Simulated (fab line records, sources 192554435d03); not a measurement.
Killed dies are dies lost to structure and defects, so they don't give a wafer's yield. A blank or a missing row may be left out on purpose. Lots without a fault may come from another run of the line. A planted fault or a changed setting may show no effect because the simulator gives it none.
fab line records | flow n5_finfet
record lots=23 wafers=69 last_day=19
route steps=1938 shown BEOL_M2@905 BEOL_M3@950
lots that met no fault: from a run of the same line without faults
start_h: hours from the record's first day to the start of the lot's first wafer shown | wait_h: hours since the lot's step before | " the same as in the row above | L1.1+2: a row that stands for several wafers | - no value, or no start given | * or withheld: withheld | < > ~ a bound
route shown NAME@n: a module of which the file shows steps, and the number in the route of the first | usual: mean/standard deviation of fault-free wafers | same: alike in all rows | chamber/n: place in a boat | sites: the reading at each site | _std_site: their standard deviation | _edge_site: outer sites' mean less inner sites' | radius_mm: how far each site lies from the wafer's centre | mask NAME#n: copy n | behind: the tool/chamber that last shaped the wafer | hold: why the lot was held/for how many hours/how that ended | device: the transistor (n, p or np) that didn't switch | end of line: the same wafers' tests at the end of the route | a step without rows: its recipe alone | killed: dies lost to structure and defects at the first sort, not the wafer's yield | map: a wafer's dies, x killed, . not, _ none there
set.NAME: the setting as run; set.NAME@STEP: as run at that earlier step | model.NAME: the simulator's own value behind a step, which no gauge read
steps of the route over a sample of lots; a table a step, a row a wafer
services: from which hour (start_h, from the record's first day; less than 0 if before it) a tool's chamber was out of use, for how many hours, and why
## steps
# step N5_BEOL_M2_ANNEAL_49
# recipe temp_c=400 time_s=240 ambient=vacuum
# usual heater_power_w=780/75 susceptor_temp_C_max=401.2/0.49
# columns lot.wafer tool chamber start_h wait_h heater_power_w susceptor_temp_C_max
L074.1 pvd_sputter-02 - 155.85 0.0 862 401.1
L074.3 " - " " 779 401.4
L074.5 " - " " 752 400.5
L075.1 pvd_sputter-03 - 162.55 0.0 775 401.0
L075.3 " - " " 754 401.7
L075.6 " - " " 755 400.6
L076.2 pvd_sputter-03 - 164.39 0.0 748 401.8
L076.3 " - " " 851 402.2
L076.5 " - " " 751 401.0
L077.2 pvd_sputter-02 - 167.98 0.0 794 401.3
L077.4 " - " " 647 401.7
L077.6 " - " " 643 401.9
L078.1 pvd_sputter-03 - 178.95 0.0 772 401.2
L078.4 " - " " 828 400.7
L078.6 " - " " 818 400.6
L079.1 pvd_sputter-02 - 180.69 0.0 655 402.1
L079.2 " - " " 776 401.0
L079.4 " - " " 886 401.2
L080.1 pvd_sputter-02 - 203.55 0.0 753 400.7
L080.3 " - " " 660 401.8
L080.4 " - " " 787 401.9
L081.2 pvd_sputter-01 - 203.69 0.0 655 401.5
L081.4 " - " " 767 401.2
L081.6 " - " " 884 401.3
L082.1 pvd_sputter-02 - 206.63 0.0 877 400.9
L082.4 " - " " 727 400.4
L082.6 " - " " 797 401.0
L085.2 pvd_sputter-03 - 210.25 0.0 749 400.7
L085.4 " - " " 767 400.8
L085.6 " - " " 755 400.8
L083.1 pvd_sputter-01 - 214.45 0.0 971 400.6
L083.2 " - " " 899 400.7
L083.5 " - " " 754 401.1
L084.2 pvd_sputter-01 - 225.30 0.0 894 400.8
L084.4 " - " " 656 402.2
L084.5 " - " " 665 402.5
L086.2 pvd_sputter-03 - 234.10 0.0 791 400.9
L086.4 " - " " 745 400.8
L086.5 " - " " 743 400.7
L089.1 pvd_sputter-02 - 235.28 0.0 747 400.8
L089.2 " - " " 781 401.5
L089.4 " - " " 843 401.4
L088.1 pvd_sputter-03 - 237.04 0.0 837 400.3
L088.2 " - " " 845 401.6
L088.5 " - " " 870 401.8
L090.1 pvd_sputter-03 - 240.66 0.0 818 401.0
L090.4 " - " " 821 401.6
L090.6 " - " " 741 401.8
L091.1 pvd_sputter-01 - 255.67 0.0 763 402.3
L091.2 " - " " 955 400.9
L091.4 " - " " 655 401.5
L092.2 pvd_sputter-03 - 267.54 0.0 747 401.0
L092.3 " - " " 773 400.6
L092.5 " - " " 732 400.7
L093.2 pvd_sputter-03 - 274.28 0.0 780 400.3
L093.4 " - " " 762 401.0
L093.6 " - " " 759 400.9
L094.3 pvd_sputter-02 - 275.86 0.0 730 400.6
L094.4 " - " " 786 401.0
L094.5 " - " " 748 400.6
L095.1 pvd_sputter-03 - 291.62 0.0 754 400.3
L095.3 " - " " 869 401.5
L095.4 " - " " 792 400.8
L096.1 pvd_sputter-03 - 297.66 0.0 810 401.0
L096.3 " - " " 837 401.3
L096.4 " - " " 759 401.9
L097.1 pvd_sputter-02 - 306.09 0.0 890 401.0
L097.3 " - " " 751 400.8
L097.6 " - " " 735 400.7
# step N5_BEOL_M2_SPUTTER_92
# recipe material=Cu target_thk_a=45 temp_c=-20 chamber_pressure_pa=0.07 power_w=withheld time_s=8.29
# usual chuck_gas_flow_sccm=1.25/0.051 throttle_valve_pct=29.8/1.3
# columns lot.wafer tool chamber start_h wait_h chuck_gas_flow_sccm throttle_valve_pct
L074.1 pvd_sputter-02 - 160.05 0.1 1.17 30.0
L074.3 " - " " 1.24 28.2
L074.5 " - " " 1.25 30.5
L075.1 pvd_sputter-03 - 163.79 0.1 1.18 29.8
L075.3 " - " " 1.19 30.8
L075.6 " - " " 1.20 29.9
L076.2 pvd_sputter-03 - 165.63 0.1 1.30 30.8
L076.3 " - " " 1.24 28.1
L076.5 " - " " 1.33 30.7
L077.2 pvd_sputter-02 - 169.22 0.1 1.24 28.2
L077.4 " - " " 1.37 30.9
L077.6 " - " " 1.28 31.0
L078.1 pvd_sputter-03 - 180.19 0.1 1.27 30.9
L078.4 " - " " 1.27 28.3
L078.6 " - " " 1.23 28.3
L079.1 pvd_sputter-02 - 181.93 0.1 1.18 31.1
L079.2 " - " " 1.29 28.2
L079.4 " - " " 1.23 30.3
L080.1 pvd_sputter-02 - 204.79 0.1 1.25 30.0
L080.3 " - " " 1.27 31.0
L080.4 " - " " 1.23 28.1
L081.2 pvd_sputter-01 - 204.93 0.1 1.33 31.2
L081.4 " - " " 1.22 30.5
L081.6 " - " " 1.30 33.3
L082.1 pvd_sputter-02 - 207.87 0.1 1.20 30.2
L082.4 " - " " 1.21 30.1
L082.6 " - " " 1.28 28.0
L085.2 pvd_sputter-03 - 211.49 0.1 1.21 30.8
L085.4 " - " " 1.19 29.9
L085.6 " - " " 1.25 29.7
L083.1 pvd_sputter-01 - 215.69 0.1 1.19 29.4
L083.2 " - " " 1.27 33.1
L083.5 " - " " 1.25 30.3
L084.2 pvd_sputter-01 - 226.54 0.1 1.30 33.6
L084.4 " - " " 1.27 31.5
L084.5 " - " " 1.31 31.4
L086.2 pvd_sputter-03 - 235.34 0.1 1.36 28.0
L086.4 " - " " 1.23 30.9
L086.5 " - " " 1.24 29.7
L089.1 pvd_sputter-02 - 236.52 0.1 1.39 30.2
L089.2 " - " " 1.25 28.1
L089.4 " - " " 1.23 30.2
L088.1 pvd_sputter-03 - 238.28 0.1 1.31 28.4
L088.2 " - " " 1.20 28.2
L088.5 " - " " 1.24 28.1
L090.1 pvd_sputter-03 - 241.90 0.1 1.23 27.9
L090.4 " - " " 1.27 28.2
L090.6 " - " " 1.18 30.8
L091.1 pvd_sputter-01 - 256.91 0.1 1.29 30.8
L091.2 " - " " 1.18 29.5
L091.4 " - " " 1.28 31.4
L092.2 pvd_sputter-03 - 268.78 0.1 1.28 30.7
L092.3 " - " " 1.21 29.9
L092.5 " - " " 1.30 30.0
L094.3 pvd_sputter-02 - 277.23 0.1 1.23 30.1
L094.4 " - " " 1.30 28.0
L094.5 " - " " 1.20 30.2
L093.2 pvd_sputter-03 - 280.92 0.1 1.28 28.1
L093.4 " - " " 1.22 29.8
L093.6 " - " " 1.22 30.9
L095.1 pvd_sputter-03 - 292.86 0.1 1.11 29.9
L095.3 " - " " 1.29 28.2
L095.4 " - " " 1.25 28.2
L096.1 pvd_sputter-03 - 298.90 0.1 1.20 28.3
L096.3 " - " " 1.23 28.1
L096.4 " - " " 1.26 30.8
L097.1 pvd_sputter-02 - 307.33 0.1 1.26 29.9
L097.3 " - " " 1.24 30.1
L097.6 " - " " 1.26 30.2
# step N5_BEOL_M3_ETCH_64
# recipe chemistry=N2/H2 target=SOC target_depth_a=750 overetch_a=150 mask_material=SiARC temp_c=40 time_s=112.5 ion_energy_ev=200 pressure_mtorr=30 source_w=840 bias_w=150 n2_flow_sccm=200 h2_flow_sccm=200
# usual bias_w=150.0/0.47 drypump_motor_current_A=5.9/0.6 h2_flow_sccm=200.0/0.63 oes_product_au=0.63/0.048 rf_vpp_V=523.1/2.3 showerhead_plenum_p_Torr=2.52/0.081 throttle_valve_pct=17.87/0.23
# columns lot.wafer tool chamber start_h wait_h bias_w drypump_motor_current_A h2_flow_sccm oes_product_au rf_hours_counter_h rf_vpp_V showerhead_plenum_p_Torr throttle_valve_pct
L074.1 rie_diel-02 0 163.71 0.0 149.6 5.4 200.5 0.70 48 525.4 2.59 17.69
L074.3 " 2 " " 150.1 6.5 200.0 0.64 72 522.3 2.47 17.64
L074.5 " 0 " " 149.8 5.4 199.7 0.69 - 524.9 2.59 17.68
L075.1 rie_diel-02 3 166.99 0.0 149.2 6.8 200.2 0.64 88 522.8 2.48 18.33
L075.3 " 1 " " 149.9 6.4 200.1 0.60 158 526.0 2.66 17.63
L075.6 " 3 " " 148.9 6.8 199.5 0.65 - 521.6 2.48 18.32
L076.2 rie_diel-02 3 172.75 0.0 150.2 6.8 200.6 0.64 90 522.0 2.48 18.32
L076.3 " 1 " " 149.8 6.4 199.7 0.59 159 526.8 2.66 17.64
L076.5 " 3 " " 149.7 6.8 199.0 0.65 - 521.3 2.48 18.32
L077.2 rie_diel-06 0 177.59 0.0 148.9 6.5 199.9 0.72 12 526.2 2.60 17.71
L077.4 " 3 " " 148.6 4.9 199.4 0.60 152 522.7 2.55 17.89
L077.6 " 1 " " 150.5 6.0 199.6 0.56 - 526.9 2.64 18.19
L078.1 rie_diel-04 1 183.38 0.0 149.9 5.1 201.0 0.68 40 524.5 2.58 17.80
L078.4 " 2 " " 150.5 5.2 200.4 0.56 197 520.7 2.41 17.67
L078.6 " 1 " " 149.3 5.1 201.8 0.68 - 525.3 2.58 17.82
L079.1 rie_diel-06 0 186.48 0.0 150.5 6.4 199.8 0.72 15 526.5 2.60 17.71
L079.2 " 2 " " 150.2 5.7 200.1 0.61 139 521.6 2.44 17.96
L079.4 " 3 " " 149.6 4.9 199.2 0.59 155 523.9 2.55 17.89
L080.1 rie_diel-02 1 209.13 0.0 150.2 6.4 199.1 0.58 171 526.5 2.66 17.66
L080.3 " 0 " " 150.3 5.4 200.3 0.68 62 523.9 2.58 17.70
L080.4 " 2 " " 150.1 6.5 200.7 0.64 81 521.5 2.47 17.67
L081.2 rie_diel-02 0 209.35 0.0 150.2 5.4 200.4 0.68 62 526.8 2.58 17.70
L081.4 " 1 " " 150.9 6.4 201.1 0.59 171 525.6 2.66 17.66
L081.6 " 3 " " 149.6 6.8 199.7 0.64 - 521.1 2.47 18.34
L082.1 rie_diel-06 0 210.59 0.0 150.3 6.5 200.1 0.71 22 525.1 2.60 17.71
L082.4 " 3 " " 150.4 4.9 201.6 0.58 162 522.5 2.54 17.92
L082.6 " 0 " " 149.6 6.5 200.1 0.70 - 524.2 2.60 17.72
L085.2 rie_diel-02 1 218.75 0.0 150.2 6.4 199.3 0.59 173 527.0 2.66 17.64
L085.4 " 0 " " 149.5 5.4 200.3 0.68 65 524.7 2.58 17.71
L085.6 " 3 " " 150.2 6.8 200.2 0.63 - 522.4 2.47 18.33
L083.1 rie_diel-02 0 218.98 0.0 149.2 5.3 200.6 0.68 65 525.9 2.58 17.70
L083.2 " 3 " " 150.1 6.8 200.0 0.63 104 521.4 2.47 18.36
L083.5 " 1 " " 150.4 6.4 198.0 0.58 - 526.5 2.66 17.65
L084.2 rie_diel-02 0 231.85 0.0 149.9 5.4 201.5 0.67 67 525.2 2.58 17.72
L084.4 " 0 " " 150.3 5.4 200.5 0.68 - 525.0 2.58 17.69
L084.5 " 3 " " 149.5 6.8 200.4 0.63 - 521.2 2.47 18.36
L086.2 rie_diel-04 2 239.83 0.0 150.2 5.2 201.0 0.56 215 520.5 2.40 17.72
L086.4 " 0 " " 149.5 6.0 200.6 0.70 49 521.3 2.48 17.66
L086.5 " 2 " " 150.4 5.2 200.2 0.55 - 519.0 2.40 17.72
L089.1 rie_diel-02 0 239.94 0.0 149.7 5.4 200.1 0.67 70 524.7 2.58 17.72
L089.2 " 3 " " 149.7 6.8 198.9 0.63 110 521.7 2.47 18.35
L089.4 " 1 " " 149.8 6.4 199.3 0.58 177 526.4 2.65 17.65
L088.1 rie_diel-02 0 243.50 0.0 150.7 5.4 200.0 0.67 71 525.6 2.58 17.73
L088.2 " 1 " " 150.2 6.4 199.0 0.58 178 526.5 2.65 17.66
L088.5 " 1 " " 149.6 6.4 199.2 0.58 - 527.4 2.65 17.66
L090.1 rie_diel-04 1 244.66 0.0 150.7 5.1 198.7 0.67 56 524.2 2.57 17.86
L090.4 " 2 " " 149.5 5.3 200.0 0.56 217 520.4 2.40 17.72
L090.6 " 3 " " 151.0 5.6 200.1 0.60 - 521.5 2.43 17.92
L091.1 rie_diel-06 0 259.22 0.0 150.2 6.5 199.3 0.68 35 525.2 2.59 17.74
L091.2 " 1 " " 151.0 6.0 200.0 0.55 217 525.2 2.63 18.24
L091.4 " 3 " " 149.8 4.9 199.3 0.58 176 522.7 2.54 17.94
L092.2 rie_diel-04 0 273.31 0.0 150.3 6.0 199.0 0.69 59 521.9 2.47 17.67
L092.3 " 2 " " 150.6 5.2 200.9 0.55 224 520.2 2.40 17.71
L092.5 " 3 " " 149.8 5.6 199.9 0.60 - 519.2 2.43 17.94
L094.3 rie_diel-04 0 279.66 0.0 150.0 6.0 200.7 0.69 61 521.4 2.47 17.70
L094.4 " 3 " " 150.6 5.6 200.7 0.60 154 520.9 2.43 17.94
L094.5 " 2 " " 150.5 5.2 200.1 0.55 - 520.7 2.39 17.73
L093.2 rie_diel-06 2 283.95 0.0 149.7 5.7 199.9 0.59 166 520.8 2.43 18.00
L093.4 " 0 " " 151.1 6.5 200.3 0.67 42 525.0 2.59 17.77
L093.6 " 2 " " 150.3 5.7 199.9 0.59 - 520.8 2.43 18.01
L095.1 rie_diel-06 2 295.64 0.0 149.6 5.7 199.8 0.59 170 519.2 2.43 18.02
L095.3 " 1 " " 150.1 6.0 199.6 0.55 227 526.7 2.62 18.24
L095.4 " 0 " " 150.0 6.5 200.4 0.67 46 524.6 2.59 17.75
L096.1 rie_diel-02 3 303.08 0.0 150.4 6.8 200.7 0.61 128 520.9 2.46 18.39
L096.3 " 0 " " 149.8 5.4 200.6 0.66 89 523.9 2.57 17.73
L096.4 " 2 " " 149.8 6.6 199.6 0.62 109 520.0 2.46 17.72
L097.1 rie_diel-04 1 311.14 0.0 149.7 5.1 200.1 0.65 76 526.1 2.56 17.89
L097.3 " 0 " " 150.2 6.0 199.5 0.68 70 520.4 2.47 17.70
L097.6 " 0 " " 150.0 6.0 200.4 0.68 - 522.1 2.47 17.70
# step N5_BEOL_M3_STRIP_66
# recipe chemistry=CF4 resist=SiARC power_w=300 bias_power_w=75 pressure_mtorr=50 cf4_flow_sccm=150 rf_frequency_hz=6e+07
# usual drypump_motor_current_A=5.9/0.6 oes_product_au=0.78/0.06 power_w=300.0/0.85 rf_vpp_V=270.8/1.4 showerhead_plenum_p_Torr=1.78/0.05 throttle_valve_pct=13.60/0.22
# columns lot.wafer tool chamber start_h wait_h drypump_motor_current_A oes_product_au power_w rf_hours_counter_h rf_vpp_V showerhead_plenum_p_Torr throttle_valve_pct
L074.1 rie_diel-02 0 163.83 0.0 5.4 0.87 300.0 48 271.2 1.81 13.31
L074.3 " 2 " " 6.5 0.81 299.8 72 269.2 1.74 13.34
L074.5 " 0 " " 5.3 0.87 299.9 - 272.3 1.81 13.29
L075.1 rie_diel-02 3 167.11 0.0 6.8 0.81 299.4 88 270.3 1.74 13.83
L075.3 " 1 " " 6.4 0.73 299.8 158 272.1 1.86 13.38
L075.6 " 3 " " 6.8 0.81 300.7 - 272.2 1.74 13.82
L076.2 rie_diel-02 3 172.88 0.0 6.8 0.81 301.2 90 269.0 1.74 13.84
L076.3 " 1 " " 6.4 0.74 300.4 159 272.8 1.86 13.37
L076.5 " 3 " " 6.8 0.81 301.1 - 270.3 1.74 13.82
L077.2 rie_diel-06 0 177.72 0.0 6.5 0.90 300.5 12 272.1 1.83 13.33
L077.4 " 3 " " 4.9 0.74 301.0 152 272.8 1.79 13.67
L077.6 " 1 " " 6.0 0.71 300.2 - 274.0 1.86 13.96
L078.1 rie_diel-04 1 183.51 0.0 5.1 0.86 302.1 40 270.7 1.81 13.52
L078.4 " 2 " " 5.2 0.70 300.5 197 269.0 1.71 13.72
L078.6 " 1 " " 5.1 0.85 301.8 - 273.1 1.81 13.51
L079.1 rie_diel-06 0 186.61 0.0 6.5 0.89 302.0 15 270.6 1.83 13.32
L079.2 " 2 " " 5.7 0.76 299.5 139 270.0 1.73 13.77
L079.4 " 3 " " 4.9 0.73 299.3 155 271.1 1.79 13.67
L080.1 rie_diel-02 1 209.25 0.0 6.4 0.73 300.5 171 273.0 1.86 13.39
L080.3 " 0 " " 5.4 0.85 299.6 62 272.2 1.81 13.35
L080.4 " 2 " " 6.5 0.80 299.2 81 270.3 1.74 13.35
L081.2 rie_diel-02 0 209.48 0.0 5.4 0.85 300.1 62 272.5 1.81 13.33
L081.4 " 1 " " 6.4 0.73 299.6 171 272.2 1.86 13.42
L081.6 " 3 " " 6.8 0.80 298.8 - 269.2 1.74 13.86
L082.1 rie_diel-06 0 210.71 0.0 6.5 0.88 300.1 22 271.7 1.83 13.32
L082.4 " 3 " " 4.9 0.74 301.1 162 270.6 1.79 13.69
L082.6 " 0 " " 6.5 0.88 301.7 - 271.7 1.83 13.35
L085.2 rie_diel-02 1 218.88 0.0 6.4 0.72 299.8 173 271.9 1.86 13.41
L085.4 " 0 " " 5.3 0.85 300.1 65 271.7 1.81 13.35
L085.6 " 3 " " 6.8 0.78 299.2 - 268.3 1.74 13.87
L083.1 rie_diel-02 0 219.10 0.0 5.4 0.84 299.8 65 272.3 1.81 13.35
L083.2 " 3 " " 6.8 0.79 299.9 104 269.0 1.74 13.86
L083.5 " 1 " " 6.4 0.73 299.8 - 272.7 1.86 13.41
L084.2 rie_diel-02 0 231.98 0.0 5.4 0.85 299.5 67 271.7 1.81 13.33
L084.4 " 0 " " 5.4 0.84 300.1 - 271.3 1.81 13.36
L084.5 " 3 " " 6.8 0.79 297.5 - 271.0 1.74 13.87
L086.2 rie_diel-04 2 239.96 0.0 5.2 0.69 300.4 215 269.2 1.70 13.74
L086.4 " 0 " " 6.0 0.88 300.9 49 269.7 1.77 13.51
L086.5 " 2 " " 5.2 0.68 300.9 - 269.4 1.70 13.76
L089.1 rie_diel-02 0 240.07 0.0 5.4 0.84 299.9 70 271.1 1.81 13.37
L089.2 " 3 " " 6.8 0.79 299.9 110 270.7 1.73 13.87
L089.4 " 1 " " 6.4 0.72 301.5 177 271.4 1.86 13.43
L088.1 rie_diel-02 0 243.63 0.0 5.4 0.84 300.3 71 271.5 1.81 13.37
L088.2 " 1 " " 6.4 0.73 300.1 178 271.7 1.86 13.43
L088.5 " 1 " " 6.4 0.73 300.2 - 272.5 1.86 13.41
L090.1 rie_diel-04 1 244.78 0.0 5.1 0.83 300.2 56 271.6 1.80 13.56
L090.4 " 2 " " 5.2 0.69 301.5 217 271.1 1.70 13.75
L090.6 " 3 " " 5.6 0.76 299.5 - 269.4 1.73 13.76
L091.1 rie_diel-06 0 259.34 0.0 6.5 0.85 299.0 35 272.1 1.82 13.35
L091.2 " 1 " " 6.0 0.69 298.7 217 272.2 1.85 14.00
L091.4 " 3 " " 4.9 0.73 300.3 176 269.8 1.79 13.73
L092.2 rie_diel-04 0 273.44 0.0 6.0 0.87 300.2 59 269.1 1.77 13.52
L092.3 " 2 " " 5.2 0.68 299.6 224 270.1 1.70 13.77
L092.5 " 3 " " 5.6 0.75 300.4 - 269.3 1.73 13.75
L094.3 rie_diel-04 0 279.79 0.0 6.0 0.86 300.6 61 270.0 1.77 13.53
L094.4 " 3 " " 5.6 0.75 301.6 154 270.8 1.73 13.79
L094.5 " 2 " " 5.2 0.69 299.5 - 268.5 1.70 13.77
L093.2 rie_diel-06 2 284.08 0.0 5.7 0.74 300.2 166 270.2 1.72 13.81
L093.4 " 0 " " 6.5 0.84 301.1 42 272.2 1.82 13.38
L093.6 " 2 " " 5.7 0.74 299.9 - 268.7 1.72 13.82
L095.1 rie_diel-06 2 295.77 0.0 5.7 0.73 300.2 170 268.8 1.72 13.82
L095.3 " 1 " " 6.0 0.69 298.5 227 274.7 1.85 14.04
L095.4 " 0 " " 6.5 0.84 300.0 46 272.5 1.82 13.39
L096.1 rie_diel-02 3 303.20 0.0 6.8 0.76 298.9 128 269.3 1.73 13.92
L096.3 " 0 " " 5.3 0.82 300.3 89 272.6 1.80 13.40
L096.4 " 2 " " 6.5 0.78 300.1 109 269.1 1.73 13.42
L097.1 rie_diel-04 1 311.26 0.0 5.1 0.81 299.5 76 272.4 1.80 13.59
L097.3 " 0 " " 6.0 0.85 299.7 70 271.3 1.77 13.55
L097.6 " 0 " " 6.0 0.85 300.0 - 271.0 1.77 13.55
# step N5_BEOL_M3_OVL_MEAS_29
# recipe points_per_wafer=522
# usual V2_OVL=-0.5/0.58
# columns lot.wafer tool chamber start_h wait_h V2_OVL[nm]
L074.1 overlay-01 0 164.53 0.0 -0.6
L074.3 " 0 " " -0.1
L074.5 " 0 " " -1.0
L075.1 overlay-01 0 167.71 0.0 -1.1
L075.3 " 0 " " -1.1
L075.6 " 0 " " -0.9
L076.2 overlay-02 0 173.45 0.0 -0.7
L076.3 " 0 " " -0.7
L076.5 " 0 " " -0.8
L077.2 overlay-01 0 178.30 0.0 -0.1
L077.4 " 0 " " 0.0
L077.6 " 0 " " -0.3
L078.1 overlay-02 0 184.20 0.0 0.3
L078.4 " 0 " " -0.6
L078.6 " 0 " " -1.0
L079.1 overlay-02 0 187.30 0.0 -0.1
L079.2 " 0 " " -0.7
L079.4 " 0 " " -0.4
L080.1 overlay-02 0 210.06 0.0 -1.1
L080.3 " 0 " " -1.4
L080.4 " 0 " " -0.3
L081.2 overlay-01 0 210.11 0.0 -0.2
L081.4 " 0 " " -0.7
L081.6 " 0 " " -0.4
L082.1 overlay-02 0 211.41 0.0 -0.3
L082.4 " 0 " " -0.1
L082.6 " 0 " " -0.1
L085.2 overlay-01 0 223.10 0.0 -0.8
L085.4 " 0 " " -1.0
L085.6 " 0 " " -0.5
L083.1 overlay-01 0 223.23 0.0 -0.4
L083.2 " 0 " " -1.0
L083.5 " 0 " " -0.9
L084.2 overlay-02 0 232.68 0.0 -0.5
L084.4 " 0 " " -0.5
L084.5 " 0 " " -1.4
L086.2 overlay-01 0 240.54 0.0 -0.8
L086.4 " 0 " " -1.0
L086.5 " 0 " " -1.1
L089.1 overlay-01 0 240.77 0.0 -0.3
L089.2 " 0 " " -0.9
L089.4 " 0 " " -0.1
L088.1 overlay-01 0 244.34 0.0 -0.5
L088.2 " 0 " " -0.8
L088.5 " 0 " " -1.1
L090.1 overlay-02 0 245.35 0.0 0.5
L090.4 " 0 " " 0.3
L090.6 " 0 " " -0.4
L091.1 overlay-01 0 259.92 0.0 -0.1
L091.2 " 0 " " -0.1
L091.4 " 0 " " -1.0
L092.2 overlay-02 0 274.01 0.0 -1.0
L092.3 " 0 " " -0.8
L092.5 " 0 " " -0.3
L094.3 overlay-01 0 280.49 0.0 -0.2
L094.4 " 0 " " 0.5
L094.5 " 0 " " -0.3
L093.2 overlay-02 0 284.70 0.0 0.6
L093.4 " 0 " " 0.1
L093.6 " 0 " " 0.0
L095.1 overlay-02 0 296.46 0.0 0.8
L095.3 " 0 " " -0.4
L095.4 " 0 " " 0.1
L096.1 overlay-02 0 303.99 0.0 -0.2
L096.3 " 0 " " -0.5
L096.4 " 0 " " -0.4
L097.1 overlay-01 0 311.86 0.0 -0.3
L097.3 " 0 " " -0.8
L097.6 " 0 " " -1.1
# step N5_BEOL_M3_DESCUM_33
# recipe chemistry=O2 time_s=7 source_power_w=50 bias_power_w=20 pressure_mtorr=20 rf_frequency_hz=2.712e+07 temp_c=40 resist=CAR-EUV o2_flow_sccm=225
# usual drypump_motor_current_A=5.7/0.55 oes_product_au=0.79/0.075 rf_vpp_V=242.9/1.2 showerhead_plenum_p_Torr=2.07/0.062 throttle_valve_pct=20.45/0.18
# columns lot.wafer tool chamber start_h wait_h drypump_motor_current_A oes_product_au rf_hours_counter_h rf_vpp_V showerhead_plenum_p_Torr throttle_valve_pct
L074.1 rie_diel-06 3 164.62 0.0 4.9 0.75 148 243.1 2.09 20.46
L074.3 " 0 " " 6.5 0.96 8 243.7 2.15 20.27
L074.5 " 2 " " 5.7 0.77 - 242.5 2.00 20.44
L075.1 rie_diel-02 3 167.81 0.0 6.8 0.81 89 241.8 2.03 20.79
L075.3 " 0 " " 5.3 0.88 49 243.5 2.12 20.23
L075.6 " 2 " " 6.5 0.80 - 241.1 2.04 20.34
L076.2 rie_diel-06 2 173.57 0.1 5.7 0.77 135 243.5 2.00 20.46
L076.3 " 0 " " 6.5 0.94 11 244.3 2.15 20.29
L076.5 " 1 " " 6.0 0.70 - 246.3 2.16 20.74
L077.2 rie_diel-02 2 178.61 0.3 6.5 0.82 75 241.9 2.04 20.34
L077.4 " 1 " " 6.4 0.74 161 244.9 2.17 20.06
L077.6 " 3 " " 6.8 0.81 - 241.8 2.03 20.79
L078.1 rie_diel-02 1 184.29 0.0 6.4 0.73 162 244.2 2.17 20.06
L078.4 " 3 " " 6.8 0.80 92 241.4 2.03 20.80
L078.6 " 0 " " 5.4 0.87 - 242.6 2.12 20.22
L079.1 rie_diel-06 0 187.40 0.0 6.5 0.92 15 244.1 2.15 20.30
L079.2 " 3 " " 5.0 0.73 156 243.0 2.09 20.46
L079.4 " 1 " " 6.0 0.71 201 243.3 2.16 20.74
L080.1 rie_diel-02 3 210.15 0.0 6.8 0.79 101 242.8 2.03 20.83
L080.3 " 2 " " 6.5 0.80 82 243.3 2.04 20.36
L080.4 " 0 " " 5.4 0.86 62 244.0 2.12 20.23
L081.2 rie_diel-04 0 210.21 0.0 6.0 0.90 40 242.1 2.05 20.27
L081.4 " 3 " " 5.6 0.77 134 239.7 2.02 20.57
L081.6 " 1 " " 5.1 0.86 - 244.0 2.13 20.51
L082.1 rie_diel-04 3 211.50 0.0 5.6 0.78 134 242.3 2.02 20.57
L082.4 " 0 " " 5.9 0.91 40 243.2 2.05 20.28
L082.6 " 3 " " 5.6 0.77 - 241.6 2.02 20.57
L085.2 rie_diel-02 2 223.19 0.0 6.5 0.80 85 243.4 2.04 20.37
L085.4 " 1 " " 6.4 0.73 174 243.9 2.16 20.09
L085.6 " 0 " " 5.4 0.85 - 244.2 2.12 20.24
L083.1 rie_diel-04 1 223.33 0.0 5.1 0.86 52 243.2 2.13 20.52
L083.2 " 0 " " 6.0 0.89 43 244.4 2.04 20.27
L083.5 " 0 " " 6.0 0.89 - 242.8 2.04 20.27
L084.2 rie_diel-04 3 232.80 0.1 5.6 0.78 140 243.3 2.02 20.58
L084.4 " 2 " " 5.2 0.69 - 240.8 1.99 20.50
L084.5 " 3 " " 5.6 0.76 - 242.2 2.02 20.56
L086.2 rie_diel-04 2 240.62 0.0 5.2 0.70 215 241.7 1.99 20.52
L086.4 " 3 " " 5.6 0.77 144 242.2 2.02 20.58
L086.5 " 2 " " 5.2 0.69 - 241.8 1.99 20.48
L089.1 rie_diel-06 1 240.89 0.1 6.0 0.69 213 244.6 2.16 20.75
L089.2 " 2 " " 5.7 0.74 155 242.5 1.99 20.50
L089.4 " 0 " " 6.5 0.89 31 243.5 2.14 20.32
L088.1 rie_diel-04 1 244.44 0.0 5.1 0.85 56 242.3 2.13 20.53
L088.2 " 3 " " 5.6 0.77 145 241.7 2.02 20.57
L088.5 " 1 " " 5.1 0.84 - 243.1 2.13 20.53
L090.1 rie_diel-04 3 245.45 0.0 5.6 0.77 145 243.2 2.02 20.57
L090.4 " 2 " " 5.2 0.69 217 241.3 1.99 20.50
L090.6 " 0 " " 6.0 0.89 - 241.4 2.04 20.28
L091.1 rie_diel-04 1 260.02 0.0 5.1 0.85 61 244.7 2.12 20.52
L091.2 " 3 " " 5.6 0.76 149 240.6 2.01 20.59
L091.4 " 2 " " 5.2 0.68 221 242.6 1.99 20.50
L092.2 rie_diel-06 1 274.10 0.0 6.0 0.70 221 244.5 2.16 20.75
L092.3 " 0 " " 6.5 0.88 39 245.3 2.14 20.33
L092.5 " 0 " " 6.5 0.88 - 244.4 2.14 20.32
L094.3 rie_diel-04 0 280.58 0.0 6.0 0.86 61 242.7 2.04 20.30
L094.4 " 1 " " 5.1 0.83 67 243.1 2.12 20.54
L094.5 " 1 " " 5.2 0.83 - 243.3 2.12 20.53
L093.2 rie_diel-06 3 284.78 0.0 4.9 0.71 184 243.2 2.08 20.50
L093.4 " 1 " " 6.0 0.69 224 243.8 2.15 20.77
L093.6 " 3 " " 4.9 0.72 - 243.2 2.08 20.52
L095.1 rie_diel-06 1 296.56 0.0 6.0 0.68 227 245.1 2.15 20.76
L095.3 " 2 " " 5.7 0.73 170 242.6 1.99 20.51
L095.4 " 2 " " 5.7 0.73 - 241.4 1.99 20.51
L096.1 rie_diel-04 2 304.08 0.0 5.2 0.68 234 243.4 1.98 20.54
L096.3 " 0 " " 6.0 0.85 68 241.9 2.04 20.31
L096.4 " 0 " " 6.0 0.86 - 242.3 2.04 20.32
L097.1 rie_diel-04 0 312.10 0.2 6.0 0.86 71 243.1 2.04 20.33
L097.3 " 2 " " 5.2 0.67 236 240.8 1.98 20.53
L097.6 " 1 " " 5.1 0.83 - 242.4 2.12 20.55
## services
# columns tool chamber start_h hours kind
rie_diel-02 - 136.73 2.7 repair
rie_diel-04 - 153.50 0.6 repair
rie_diel-06 1 160.12 7.3 repair
rie_diel-02 2 188.45 8.4 repair
rie_diel-06 1 198.28 9.6 repair
rie_diel-04 - 216.50 0.6 repair
rie_diel-02 1 227.08 8.1 repair
rie_diel-04 1 232.09 5.6 repair
rie_diel-06 3 296.14 2.1 repair
## key
fault none
